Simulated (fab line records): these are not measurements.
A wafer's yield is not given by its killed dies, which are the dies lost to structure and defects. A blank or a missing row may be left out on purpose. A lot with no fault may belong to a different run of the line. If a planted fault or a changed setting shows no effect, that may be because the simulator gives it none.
fab line records	flow n5-finfet
[record] lots = 24	wafers = 72	last-day = 18
route steps=1938 shown BEOL_M3@1009 BEOL_M4@1024
lots that met no fault: from a run of the same line without faults
start-h: the number of hours between the record's first day and the start of the first shown wafer of the lot	wait-h: hours elapsed since this lot's preceding step	" as in the row above	L1.1+2: a single row standing in for several wafers	- no value present, or no start provided	* or withheld: withheld	< > ~ a bound
route shown NAME@n: NAME is a module with steps in the file, n the number in the route of the first one	usual: the fault-free wafers' mean and standard deviation	same: alike in all rows	chamber/n: place in a boat	sites: per-site readings	_std_site: standard deviation of those values	_edge_site: mean of outer sites minus mean of inner sites	radius-mm: for every site, how far away it sits from the centre of the wafer	mask NAME#n: copy n	behind: tool/chamber where the wafer was last shaped	hold: cause of the lot's hold/its duration in hours/its outcome	device: transistor that didn't switch, given as n, p or np	end of line: the same wafers' tests at the end of the route	a step given without rows: its recipe and nothing more	killed: dies lost to structure and defects at the first sort, not the wafer's yield	map: a wafer's dies, x killed, . not, _ none there
set.NAME: the setting as run; set.NAME@STEP: as run at that earlier step	model.NAME: the simulator's own value behind a step, which no gauge read
the route's steps for a sample of lots (tables are steps, rows are wafers)
services: when a tool's chamber went out of use (start-h, in hours from the record's first day, below 0 if earlier), for how many hours, and the reason
[[steps]]
[step N5_BEOL_M3_ANNEAL_95]
[recipe] temp-c = 400	time-s = 240	ambient = vacuum
[usual] heater-power-w = 818/78
lot.wafer	tool	chamber	start-h	wait-h	heater-power-w
L074.1	pvd-sputter-03	-	167.87	0.0	784
L074.4	"	-	"	"	887
L074.5	"	-	"	"	764
L075.3	pvd-sputter-02	-	171.42	0.0	783
L075.4	"	-	"	"	894
L075.6	"	-	"	"	897
L076.2	pvd-sputter-02	-	173.30	0.0	712
L076.3	"	-	"	"	807
L076.5	"	-	"	"	796
L078.1	pvd-sputter-01	-	181.22	0.0	748
L078.2	"	-	"	"	1022
L078.6	"	-	"	"	1021
L077.2	pvd-sputter-02	-	186.01	0.0	699
L077.3	"	-	"	"	890
L077.5	"	-	"	"	897
L079.1	pvd-sputter-01	-	186.01	0.0	730
L079.2	"	-	"	"	809
L079.5	"	-	"	"	994
L080.2	pvd-sputter-03	-	196.75	0.0	871
L080.3	"	-	"	"	792
L080.5	"	-	"	"	912
L081.2	pvd-sputter-03	-	200.47	0.0	787
L081.5	"	-	"	"	791
L081.6	"	-	"	"	878
L082.1	pvd-sputter-02	-	203.34	0.0	778
L082.2	"	-	"	"	917
L082.3	"	-	"	"	785
L083.4	pvd-sputter-02	-	216.20	0.0	902
L083.5	"	-	"	"	798
L083.6	"	-	"	"	686
L085.4	pvd-sputter-03	-	216.72	0.0	851
L085.5	"	-	"	"	783
L085.6	"	-	"	"	877
L084.2	pvd-sputter-03	-	219.50	0.0	892
L084.3	"	-	"	"	779
L084.4	"	-	"	"	880
L086.2	pvd-sputter-02	-	236.25	0.0	719
L086.4	"	-	"	"	876
L086.5	"	-	"	"	707
L087.2	pvd-sputter-02	-	246.20	0.0	772
L087.3	"	-	"	"	722
L087.6	"	-	"	"	787
L088.1	pvd-sputter-01	-	254.85	0.0	1009
L088.3	"	-	"	"	736
L088.4	"	-	"	"	766
L090.3	pvd-sputter-03	-	257.34	0.0	883
L090.4	"	-	"	"	885
L090.6	"	-	"	"	770
L089.3	pvd-sputter-02	-	258.34	0.0	758
L089.4	"	-	"	"	704
L089.5	"	-	"	"	892
L092.1	pvd-sputter-02	-	261.24	0.0	783
L092.4	"	-	"	"	888
L092.6	"	-	"	"	791
L091.2	pvd-sputter-02	-	269.72	0.0	704
L091.4	"	-	"	"	915
L091.5	"	-	"	"	718
L093.1	pvd-sputter-03	-	270.04	0.0	771
L093.2	"	-	"	"	870
L093.6	"	-	"	"	786
L094.2	pvd-sputter-01	-	272.64	0.0	1017
L094.3	"	-	"	"	801
L094.6	"	-	"	"	1031
L095.1	pvd-sputter-03	-	300.26	0.0	892
L095.3	"	-	"	"	772
L095.5	"	-	"	"	772
L096.1	pvd-sputter-02	-	300.80	0.0	692
L096.2	"	-	"	"	797
L096.5	"	-	"	"	772
L097.1	pvd-sputter-03	-	303.10	0.0	785
L097.2	"	-	"	"	886
L097.4	"	-	"	"	764
[step N5_BEOL_M4_HM_DEP_02]
[recipe] material = TiN	target-thk-a = 200	temp-c = 25	chamber-pressure-pa = 0.49996
[usual] throttle-valve-pct = 30.0/0.84
lot.wafer	tool	chamber	start-h	wait-h	throttle-valve-pct
L074.1	pvd-sputter-01	-	169.81	0.6	29.9
L074.4	"	-	"	"	31.0
L074.5	"	-	"	"	29.9
L075.3	pvd-sputter-01	-	173.03	0.2	29.8
L075.4	"	-	"	"	29.9
L075.6	"	-	"	"	30.5
L076.2	pvd-sputter-02	-	177.01	2.3	31.5
L076.3	"	-	"	"	29.8
L076.5	"	-	"	"	29.9
L078.1	pvd-sputter-03	-	182.88	0.1	30.3
L078.2	"	-	"	"	29.6
L078.6	"	-	"	"	29.9
L077.2	pvd-sputter-02	-	187.57	0.2	28.5
L077.3	"	-	"	"	30.0
L077.5	"	-	"	"	28.3
L079.1	pvd-sputter-02	-	187.67	0.3	31.5
L079.2	"	-	"	"	28.9
L079.5	"	-	"	"	31.3
L080.2	pvd-sputter-01	-	200.08	1.9	30.1
L080.3	"	-	"	"	29.0
L080.5	"	-	"	"	30.2
L081.2	pvd-sputter-03	-	201.89	0.0	30.5
L081.5	"	-	"	"	29.8
L081.6	"	-	"	"	29.8
L082.1	pvd-sputter-01	-	206.18	0.8	31.0
L082.2	"	-	"	"	29.8
L082.3	"	-	"	"	30.3
L083.4	pvd-sputter-01	-	219.43	1.8	30.0
L083.5	"	-	"	"	30.0
L083.6	"	-	"	"	28.7
L085.4	pvd-sputter-01	-	219.65	1.5	28.8
L085.5	"	-	"	"	30.1
L085.6	"	-	"	"	31.4
L084.2	pvd-sputter-03	-	221.10	0.2	30.4
L084.3	"	-	"	"	29.9
L084.4	"	-	"	"	30.0
L086.2	pvd-sputter-02	-	238.02	0.2	29.9
L086.4	"	-	"	"	29.1
L086.5	"	-	"	"	29.9
L087.2	pvd-sputter-02	-	248.90	1.3	31.1
L087.3	"	-	"	"	28.6
L087.6	"	-	"	"	28.5
L088.1	pvd-sputter-03	-	258.46	2.2	29.8
L088.3	"	-	"	"	30.0
L088.4	"	-	"	"	30.3
L090.3	pvd-sputter-03	-	261.52	1.9	30.0
L090.4	"	-	"	"	30.4
L090.6	"	-	"	"	30.1
L089.3	pvd-sputter-03	-	261.62	1.7	30.1
L089.4	"	-	"	"	29.9
L089.5	"	-	"	"	30.5
L092.1	pvd-sputter-01	-	264.46	1.5	31.3
L092.4	"	-	"	"	30.1
L092.6	"	-	"	"	30.3
L091.2	pvd-sputter-02	-	272.80	1.7	29.8
L091.4	"	-	"	"	29.0
L091.5	"	-	"	"	29.0
L093.1	pvd-sputter-01	-	272.90	1.4	30.1
L093.2	"	-	"	"	28.9
L093.6	"	-	"	"	31.1
L094.2	pvd-sputter-02	-	276.42	1.8	28.4
L094.3	"	-	"	"	29.6
L094.6	"	-	"	"	31.4
L095.1	pvd-sputter-01	-	302.22	0.5	30.2
L095.3	"	-	"	"	31.4
L095.5	"	-	"	"	28.8
L096.1	pvd-sputter-02	-	302.82	0.6	30.0
L096.2	"	-	"	"	29.0
L096.5	"	-	"	"	29.2
L097.1	pvd-sputter-01	-	305.62	0.6	30.5
L097.2	"	-	"	"	31.1
L097.4	"	-	"	"	29.4
[step N5_BEOL_M4_CD_MEAS_11]
[recipe] target-cd-nm = 16.79	landing-energy-ev = 500	detector = se-inlens	polarity = opening
[usual] cd-nm = 16.89/0.24
lot.wafer	tool	chamber	start-h	wait-h	cd-nm
L074.1	cd-sem-02	0	170.33	-	16.88
L074.4	"	0	"	"	17.29
L074.5	"	0	"	"	17.06
L075.3	cd-sem-02	0	173.43	-	16.99
L075.4	"	0	"	"	16.88
L075.6	"	0	"	"	16.84
L076.2	cd-sem-03	0	177.40	-	16.85
L076.3	"	0	"	"	17.09
L076.5	"	0	"	"	16.73
L078.1	cd-sem-02	0	183.27	-	17.16
L078.2	"	0	"	"	16.87
L078.6	"	0	"	"	16.96
L077.2	cd-sem-02	0	187.96	-	17.12
L077.3	"	0	"	"	16.86
L077.5	"	0	"	"	16.77
L079.1	cd-sem-02	0	188.06	-	16.98
L079.2	"	0	"	"	16.86
L079.5	"	0	"	"	17.04
L080.2	cd-sem-01	0	200.48	-	17.10
L080.3	"	0	"	"	16.83
L080.5	"	0	"	"	16.58
L081.2	cd-sem-03	0	202.29	-	16.36
L081.5	"	0	"	"	17.18
L081.6	"	0	"	"	16.81
L082.1	cd-sem-01	0	206.58	-	17.01
L082.2	"	0	"	"	16.77
L082.3	"	0	"	"	16.78
L083.4	cd-sem-02	0	219.96	-	16.96
L083.5	"	0	"	"	16.61
L083.6	"	0	"	"	17.05
L085.4	cd-sem-03	0	220.18	-	16.65
L085.5	"	0	"	"	16.80
L085.6	"	0	"	"	17.15
L084.2	cd-sem-03	0	221.62	-	16.77
L084.3	"	0	"	"	16.63
L084.4	"	0	"	"	16.98
L086.2	cd-sem-01	0	238.54	-	17.30
L086.4	"	0	"	"	16.71
L086.5	"	0	"	"	17.11
L087.2	cd-sem-02	0	249.42	-	16.82
L087.3	"	0	"	"	16.60
L087.6	"	0	"	"	17.01
L088.1	cd-sem-01	0	258.85	-	16.74
L088.3	"	0	"	"	16.83
L088.4	"	0	"	"	16.89
L090.3	cd-sem-03	0	262.04	-	17.32
L090.4	"	0	"	"	17.25
L090.6	"	0	"	"	16.78
L089.3	cd-sem-03	0	262.09	-	16.86
L089.4	"	0	"	"	16.74
L089.5	"	0	"	"	16.97
L092.1	cd-sem-01	0	264.85	-	17.38
L092.4	"	0	"	"	16.81
L092.6	"	0	"	"	16.88
L091.2	cd-sem-03	0	273.19	-	17.04
L091.4	"	0	"	"	16.33
L091.5	"	0	"	"	16.59
L093.1	cd-sem-01	0	273.42	-	16.91
L093.2	"	0	"	"	16.74
L093.6	"	0	"	"	16.75
L094.2	cd-sem-01	0	276.94	-	16.42
L094.3	"	0	"	"	17.09
L094.6	"	0	"	"	16.70
L095.1	cd-sem-02	0	302.74	-	16.86
L095.3	"	0	"	"	17.16
L095.5	"	0	"	"	16.99
L096.1	cd-sem-02	0	303.22	-	17.11
L096.2	"	0	"	"	16.47
L096.5	"	0	"	"	16.90
L097.1	cd-sem-03	0	306.02	-	16.62
L097.2	"	0	"	"	16.94
L097.4	"	0	"	"	16.55
[step N5_BEOL_M4_ETCHBACK_99]
[recipe] chemistry = CHF3	target = SiO2	target-depth-a = 50	time-s = 10.4	source-w = 215	bias-w = 47	Ar_flow_sccm = 200	CHF3_flow_sccm = 12	ion-energy-ev = 100	pressure-mtorr = 30
[usual] bias-w = 46.99/0.13	drypump-motor-current-A = 5.5/0.58	oes-product-au = 0.77/0.077	rf-vpp-V = 239/5.7	showerhead-plenum-p-Torr = 2.16/0.06	throttle-valve-pct = 16.99/0.2
lot.wafer	tool	chamber	start-h	wait-h	bias-w	drypump-motor-current-A	oes-product-au	rf-hours-counter-h	rf-vpp-V	showerhead-plenum-p-Torr	throttle-valve-pct
L074.1	rie-diel-05	1	173.21	1.6	46.95	5.5	0.69	242	232	2.13	17.14
L074.4	"	2	"	"	47.10	6.4	0.88	30	244	2.29	16.92
L074.5	"	3	"	"	46.98	5.7	0.93	-	245	2.09	17.00
L075.3	rie-diel-02	1	177.94	3.1	46.92	5.3	0.75	170	244	2.17	17.10
L075.4	"	3	"	"	46.89	6.5	0.71	205	233	2.12	17.19
L075.6	"	1	"	"	46.80	5.3	0.75	-	245	2.17	17.09
L076.2	rie-diel-05	1	195.65	16.7	46.93	5.4	0.67	249	231	2.13	17.15
L076.3	"	0	"	"	47.18	5.4	0.78	118	240	2.07	16.90
L076.5	"	1	"	"	47.05	5.4	0.67	-	230	2.13	17.17
L078.1	rie-diel-02	2	195.71	11.2	47.16	4.7	0.76	124	241	2.24	16.74
L078.2	"	1	"	"	47.18	5.3	0.74	176	247	2.17	17.12
L078.6	"	1	"	"	47.01	5.3	0.75	-	244	2.17	17.12
L077.2	rie-diel-06	3	200.38	11.0	46.91	5.7	0.98	2	239	2.11	16.54
L077.3	"	1	"	"	47.03	5.5	0.67	247	229	2.22	17.59
L077.5	"	0	"	"	46.78	4.8	0.86	-	246	2.07	16.75
L079.1	rie-diel-02	0	200.49	11.0	46.99	5.5	0.78	136	236	2.15	16.95
L079.2	"	2	"	"	46.99	4.7	0.77	127	242	2.24	16.75
L079.5	"	3	"	"	47.03	6.5	0.69	-	231	2.12	17.21
L080.2	rie-diel-02	0	206.07	2.8	47.19	5.5	0.78	139	237	2.15	16.96
L080.3	"	3	"	"	46.81	6.5	0.68	218	229	2.12	17.22
L080.5	"	1	"	"	46.94	5.3	0.74	-	245	2.17	17.12
L081.2	rie-diel-02	0	209.20	4.3	46.89	5.5	0.78	141	238	2.15	16.98
L081.5	"	3	"	"	47.11	6.4	0.69	-	232	2.12	17.23
L081.6	"	2	"	"	47.04	4.7	0.78	-	244	2.24	16.77
L083.4	rie-diel-02	1	225.27	3.9	46.99	5.3	0.73	189	244	2.16	17.15
L083.5	"	3	"	"	46.72	6.5	0.68	-	232	2.12	17.23
L083.6	"	0	"	"	47.23	5.5	0.78	-	238	2.15	16.99
L082.1	rie-diel-06	0	225.34	15.5	47.00	4.8	0.84	69	246	2.06	16.73
L082.2	"	3	"	"	47.22	5.7	0.92	13	239	2.10	16.55
L082.3	"	2	"	"	46.86	6.4	0.88	45	247	2.27	16.82
L085.4	rie-diel-06	0	229.88	8.4	47.11	4.8	0.84	71	247	2.06	16.77
L085.5	"	1	"	"	46.75	5.5	0.98	-	229	2.21	17.02
L085.6	"	0	"	"	47.32	4.8	0.84	-	246	2.06	16.74
L084.2	rie-diel-02	2	230.02	6.9	47.08	4.7	0.76	140	242	2.24	16.78
L084.3	"	1	"	"	46.96	5.3	0.73	191	247	2.16	17.13
L084.4	"	0	"	"	47.09	5.5	0.77	149	236	2.15	16.96
L086.2	rie-diel-02	1	248.54	8.7	47.28	5.3	0.73	196	243	2.16	17.16
L086.4	"	2	"	"	46.88	4.7	0.76	145	242	2.23	16.82
L086.5	"	3	"	"	46.82	6.5	0.68	-	231	2.11	17.25
L087.2	rie-diel-02	1	252.56	1.8	47.01	5.3	0.72	198	246	2.16	17.14
L087.3	"	0	"	"	46.89	5.5	0.78	157	237	2.15	16.99
L087.6	"	3	"	"	46.86	6.5	0.68	-	232	2.11	17.25
L088.1	rie-diel-02	3	261.21	1.1	46.82	6.5	0.68	239	232	2.11	17.27
L088.3	"	1	"	"	46.93	5.3	0.72	200	245	2.16	17.15
L088.4	"	0	"	"	46.92	5.5	0.77	160	237	2.14	16.99
L090.3	rie-diel-02	3	269.16	5.6	47.14	6.5	0.67	240	233	2.11	17.26
L090.4	"	0	"	"	46.85	5.5	0.76	163	237	2.14	17.01
L090.6	"	0	"	"	47.03	5.5	0.78	-	236	2.14	16.99
L089.3	rie-diel-02	3	272.29	8.6	46.90	6.5	0.67	241	233	2.11	17.26
L089.4	"	0	"	"	47.20	5.5	0.78	165	239	2.14	16.99
L089.5	"	2	"	"	47.07	4.7	0.75	-	241	2.23	16.81
L092.1	rie-diel-02	1	276.12	10.0	46.80	5.3	0.72	206	246	2.16	17.17
L092.4	"	0	"	"	47.31	5.5	0.77	166	237	2.14	17.01
L092.6	"	3	"	"	46.94	6.5	0.67	-	231	2.11	17.26
L091.2	rie-diel-05	0	276.29	1.7	46.87	5.5	0.76	142	240	2.06	16.94
L091.4	"	3	"	"	47.00	5.7	0.85	45	245	2.08	17.06
L091.5	"	1	"	"	47.07	5.4	0.95	-	231	2.12	16.75
L093.1	rie-diel-02	0	280.86	6.1	46.84	5.5	0.77	168	237	2.14	17.00
L093.2	"	3	"	"	47.17	6.4	0.66	244	232	2.11	17.27
L093.6	"	1	"	"	46.90	5.3	0.72	-	245	2.16	17.17
L094.2	rie-diel-05	2	281.34	1.6	47.00	6.4	0.82	66	245	2.28	17.00
L094.3	"	3	"	"	46.84	5.7	0.85	46	246	2.08	17.07
L094.6	"	0	"	"	46.88	5.5	0.76	-	239	2.06	16.94
L095.1	rie-diel-02	2	304.87	0.5	46.89	4.7	0.74	167	242	2.23	16.82
L095.3	"	1	"	"	47.07	5.3	0.71	217	245	2.15	17.18
L095.5	"	0	"	"	46.87	5.5	0.76	-	237	2.14	17.04
L096.1	rie-diel-06	2	305.01	0.2	47.12	6.4	0.84	77	250	2.26	16.87
L096.2	"	0	"	"	46.96	4.8	0.81	93	247	2.06	16.79
L096.5	"	0	"	"	47.14	4.8	0.81	-	244	2.06	16.79
L097.1	rie-diel-02	2	308.07	0.6	47.05	4.7	0.74	168	243	2.23	16.83
L097.2	"	0	"	"	47.14	5.5	0.76	178	237	2.14	17.02
L097.4	"	1	"	"	46.90	5.3	0.71	-	245	2.15	17.20
[step N5_BEOL_M4_ETCH_41]
[recipe] chemistry = CH3F/O2	target = SiCN	target-depth-a = 299	taper-deg = 2	time-s = 52.5	ion-energy-ev = 120	mask-material = TiN	pressure-mtorr = 30	source-w = 395	bias-w = 75	Ar_flow_sccm = 150	CH3F_flow_sccm = 30	O2_flow_sccm = 20
[usual] bias-w = 75.03/0.22	drypump-motor-current-A = 5.5/0.58	oes-product-au = 0.77/0.077	rf-vpp-V = 297.4/1.3	showerhead-plenum-p-Torr = 2.00/0.055	throttle-valve-pct = 16.25/0.19
lot.wafer	tool	chamber	start-h	wait-h	bias-w	drypump-motor-current-A	oes-product-au	rf-hours-counter-h	rf-vpp-V	showerhead-plenum-p-Torr	throttle-valve-pct
L074.1	rie-diel-05	1	-	-	74.94	5.4	0.68	242	297.6	1.98	16.40
L074.4	"	2	"	"	74.82	6.5	0.88	30	299.9	2.13	16.16
L074.5	"	3	"	"	75.05	5.7	0.92	-	296.8	1.95	16.23
L075.3	rie-diel-02	1	-	-	74.82	5.3	0.74	171	295.9	2.01	16.31
L075.4	"	3	"	"	75.08	6.5	0.70	205	296.3	1.97	16.44
L075.6	"	1	"	"	74.93	5.3	0.74	-	298.2	2.01	16.30
L076.2	rie-diel-05	1	-	-	75.12	5.4	0.66	249	297.7	1.98	16.44
L076.3	"	0	"	"	75.14	5.5	0.79	118	295.1	1.92	16.18
L076.5	"	1	"	"	75.23	5.4	0.67	-	296.5	1.98	16.43
L078.1	rie-diel-02	2	-	-	75.18	4.7	0.78	124	299.5	2.09	16.01
L078.2	"	1	"	"	74.64	5.3	0.75	176	297.5	2.01	16.34
L078.6	"	1	"	"	74.84	5.3	0.74	-	297.3	2.01	16.33
L077.2	rie-diel-06	3	-	-	74.85	5.6	0.98	2	297.2	1.96	15.79
L077.3	"	1	"	"	74.65	5.6	0.67	247	298.4	2.06	16.81
L077.5	"	0	"	"	74.94	4.8	0.85	-	296.1	1.93	16.03
L079.1	rie-diel-02	0	-	-	74.83	5.5	0.78	136	296.4	2.00	16.23
L079.2	"	2	"	"	75.46	4.7	0.77	127	298.8	2.08	16.02
L079.5	"	3	"	"	75.17	6.4	0.70	-	297.8	1.97	16.47
L080.2	rie-diel-02	0	-	-	74.93	5.5	0.78	139	296.9	2.00	16.22
L080.3	"	3	"	"	75.18	6.5	0.69	218	296.6	1.97	16.48
L080.5	"	1	"	"	74.89	5.3	0.74	-	299.0	2.01	16.33
L081.2	rie-diel-02	0	-	-	75.08	5.5	0.78	141	298.1	2.00	16.23
L081.5	"	3	"	"	74.82	6.5	0.69	-	296.1	1.97	16.46
L081.6	"	2	"	"	74.97	4.7	0.77	-	298.3	2.08	16.02
L083.4	rie-diel-02	1	-	-	75.47	5.3	0.72	189	296.0	2.00	16.33
L083.5	"	3	"	"	74.89	6.5	0.68	-	297.3	1.97	16.50
L083.6	"	0	"	"	75.29	5.5	0.78	-	297.5	2.00	16.23
L082.1	rie-diel-06	0	-	-	75.22	4.8	0.83	69	297.1	1.93	16.06
L082.2	"	3	"	"	75.21	5.7	0.93	13	296.1	1.96	15.81
L082.3	"	2	"	"	74.91	6.4	0.89	45	300.2	2.11	16.08
L085.4	rie-diel-06	0	-	-	75.53	4.8	0.84	72	294.5	1.93	16.07
L085.5	"	1	"	"	74.80	5.5	0.96	-	297.5	2.05	16.22
L085.6	"	0	"	"	74.67	4.8	0.84	-	296.4	1.93	16.07
L084.2	rie-diel-02	2	-	-	74.95	4.7	0.76	140	297.0	2.08	16.05
L084.3	"	1	"	"	75.46	5.3	0.73	191	298.2	2.00	16.34
L084.4	"	0	"	"	74.70	5.5	0.77	150	297.1	2.00	16.23
L086.2	rie-diel-02	1	-	-	74.79	5.3	0.73	197	297.1	2.00	16.36
L086.4	"	2	"	"	75.20	4.7	0.75	145	298.1	2.08	16.04
L086.5	"	3	"	"	75.30	6.5	0.68	-	295.8	1.96	16.50
L087.2	rie-diel-02	1	-	-	74.89	5.3	0.73	198	296.5	2.00	16.38
L087.3	"	0	"	"	74.86	5.5	0.77	157	297.3	1.99	16.25
L087.6	"	3	"	"	74.97	6.5	0.67	-	295.9	1.96	16.50
L088.1	rie-diel-02	3	-	-	75.21	6.5	0.68	239	297.2	1.96	16.52
L088.3	"	1	"	"	74.54	5.3	0.73	200	295.8	2.00	16.34
L088.4	"	0	"	"	74.77	5.5	0.78	160	297.3	1.99	16.26
L090.3	rie-diel-02	3	-	-	75.21	6.4	0.67	240	296.8	1.96	16.52
L090.4	"	0	"	"	75.02	5.5	0.76	164	297.2	1.99	16.26
L090.6	"	0	"	"	74.84	5.5	0.76	-	297.9	1.99	16.29
L089.3	rie-diel-02	3	-	-	74.79	6.5	0.67	242	295.6	1.96	16.51
L089.4	"	0	"	"	74.98	5.5	0.77	165	298.7	1.99	16.27
L089.5	"	2	"	"	75.16	4.7	0.74	-	298.7	2.08	16.08
L092.1	rie-diel-02	1	-	-	75.12	5.3	0.72	206	296.8	2.00	16.38
L092.4	"	0	"	"	75.04	5.5	0.77	166	296.3	1.99	16.27
L092.6	"	3	"	"	75.07	6.5	0.67	-	298.0	1.96	16.53
L091.2	rie-diel-05	0	-	-	74.88	5.4	0.76	142	295.6	1.92	16.22
L091.4	"	3	"	"	75.35	5.7	0.85	45	296.7	1.94	16.32
L091.5	"	1	"	"	75.05	5.4	0.94	-	298.0	1.97	16.01
L093.1	rie-diel-02	0	-	-	74.79	5.5	0.75	168	296.2	1.99	16.27
L093.2	"	3	"	"	75.20	6.4	0.67	244	295.8	1.96	16.54
L093.6	"	1	"	"	75.07	5.3	0.72	-	297.4	2.00	16.38
L094.2	rie-diel-05	2	-	-	75.15	6.5	0.82	66	299.8	2.12	16.21
L094.3	"	3	"	"	75.08	5.7	0.86	47	296.3	1.94	16.30
L094.6	"	0	"	"	74.75	5.5	0.77	-	294.8	1.92	16.22
L095.1	rie-diel-02	2	-	-	74.88	4.7	0.74	167	298.2	2.07	16.09
L095.3	"	1	"	"	75.26	5.3	0.72	217	295.5	1.99	16.40
L095.5	"	0	"	"	75.10	5.5	0.75	-	297.3	1.99	16.30
L096.1	rie-diel-06	2	-	-	74.79	6.4	0.85	77	299.1	2.10	16.15
L096.2	"	0	"	"	75.45	4.8	0.82	94	294.7	1.92	16.11
L096.5	"	0	"	"	75.02	4.8	0.81	-	297.7	1.92	16.11
L097.1	rie-diel-02	2	-	-	75.21	4.7	0.74	168	298.8	2.07	16.09
L097.2	"	0	"	"	75.23	5.5	0.76	178	296.0	1.99	16.28
L097.4	"	1	"	"	74.95	5.3	0.71	-	297.7	1.99	16.40
[step N5_BEOL_M4_PRE_CLEAN_45]
[recipe] gas = H2/He	time-s = 30	temp-c = 250
[usual] heater-power-w = 326/32
lot.wafer	tool	chamber	start-h	wait-h	heater-power-w
L074.1	pvd-sputter-02	-	174.12	0.0	364
L074.4	"	-	"	"	325
L074.5	"	-	"	"	316
L075.3	pvd-sputter-03	-	178.99	0.0	352
L075.4	"	-	"	"	305
L075.6	"	-	"	"	312
L076.2	pvd-sputter-01	-	196.60	0.0	325
L076.3	"	-	"	"	407
L076.5	"	-	"	"	301
L078.1	pvd-sputter-01	-	196.68	0.0	326
L078.2	"	-	"	"	291
L078.6	"	-	"	"	305
L077.2	pvd-sputter-02	-	201.16	0.0	290
L077.3	"	-	"	"	318
L077.5	"	-	"	"	315
L079.1	pvd-sputter-02	-	201.56	0.0	323
L079.2	"	-	"	"	369
L079.5	"	-	"	"	356
L080.2	pvd-sputter-02	-	206.81	0.0	314
L080.3	"	-	"	"	366
L080.5	"	-	"	"	286
L081.2	pvd-sputter-01	-	210.04	0.0	297
L081.5	"	-	"	"	303
L081.6	"	-	"	"	321
L083.4	pvd-sputter-02	-	226.04	0.0	313
L083.5	"	-	"	"	288
L083.6	"	-	"	"	312
L082.1	pvd-sputter-02	-	226.20	0.0	308
L082.2	"	-	"	"	291
L082.3	"	-	"	"	351
L085.4	pvd-sputter-03	-	230.54	0.0	309
L085.5	"	-	"	"	365
L085.6	"	-	"	"	316
L084.2	pvd-sputter-02	-	230.72	0.0	285
L084.3	"	-	"	"	300
L084.4	"	-	"	"	352
L086.2	pvd-sputter-02	-	249.40	0.0	284
L086.4	"	-	"	"	310
L086.5	"	-	"	"	356
L087.2	pvd-sputter-03	-	253.22	0.0	355
L087.3	"	-	"	"	317
L087.6	"	-	"	"	314
L088.1	pvd-sputter-01	-	261.95	0.0	322
L088.3	"	-	"	"	406
L088.4	"	-	"	"	299
L090.3	pvd-sputter-01	-	270.08	0.0	299
L090.4	"	-	"	"	412
L090.6	"	-	"	"	302
L089.3	pvd-sputter-01	-	273.38	0.0	304
L089.4	"	-	"	"	331
L089.5	"	-	"	"	331
L092.1	pvd-sputter-02	-	276.94	0.0	303
L092.4	"	-	"	"	359
L092.6	"	-	"	"	322
L091.2	pvd-sputter-03	-	277.10	0.0	319
L091.4	"	-	"	"	308
L091.5	"	-	"	"	312
L093.1	pvd-sputter-03	-	281.64	0.0	317
L093.2	"	-	"	"	359
L093.6	"	-	"	"	307
L094.2	pvd-sputter-01	-	284.53	0.0	292
L094.3	"	-	"	"	414
L094.6	"	-	"	"	307
L095.1	pvd-sputter-02	-	305.74	0.0	365
L095.3	"	-	"	"	284
L095.5	"	-	"	"	282
L096.1	pvd-sputter-03	-	305.84	0.0	318
L096.2	"	-	"	"	358
L096.5	"	-	"	"	359
L097.1	pvd-sputter-02	-	308.90	0.0	321
L097.2	"	-	"	"	363
L097.4	"	-	"	"	289
[[services]]
tool	chamber	start-h	hours	kind
rie-diel-05	0	153.50	6.6	repair
rie-diel-06	3	172.77	-	clean
rie-diel-06	3	172.77	-	consumable-replace:focus-ring
rie-diel-06	3	172.77	22.0	scheduled-down
rie-diel-06	3	172.77	22.0	vent-cycle
rie-diel-05	-	198.73	14.6	pm
rie-diel-06	1	206.72	-	clean
rie-diel-06	1	206.72	-	consumable-replace:focus-ring
rie-diel-06	1	206.72	22.6	scheduled-down
rie-diel-06	1	206.72	22.6	vent-cycle
rie-diel-05	1	216.85	-	clean
rie-diel-05	1	216.85	-	consumable-replace:focus-ring
rie-diel-05	0	231.06	1.6	repair
rie-diel-06	-	236.71	0.9	repair
rie-diel-06	0	252.51	12.0	repair
rie-diel-02	3	262.99	5.7	repair
rie-diel-02	-	271.93	0.3	repair
rie-diel-05	0	291.72	5.4	repair
rie-diel-02	3	294.43	-	clean
rie-diel-02	3	294.43	-	consumable-replace:esc
rie-diel-02	3	294.43	-	consumable-replace:focus-ring
rie-diel-02	3	294.43	26.6	scheduled-down
rie-diel-02	3	294.43	26.6	vent-cycle
rie-diel-06	0	295.00	3.9	repair
[[key]]
fault none
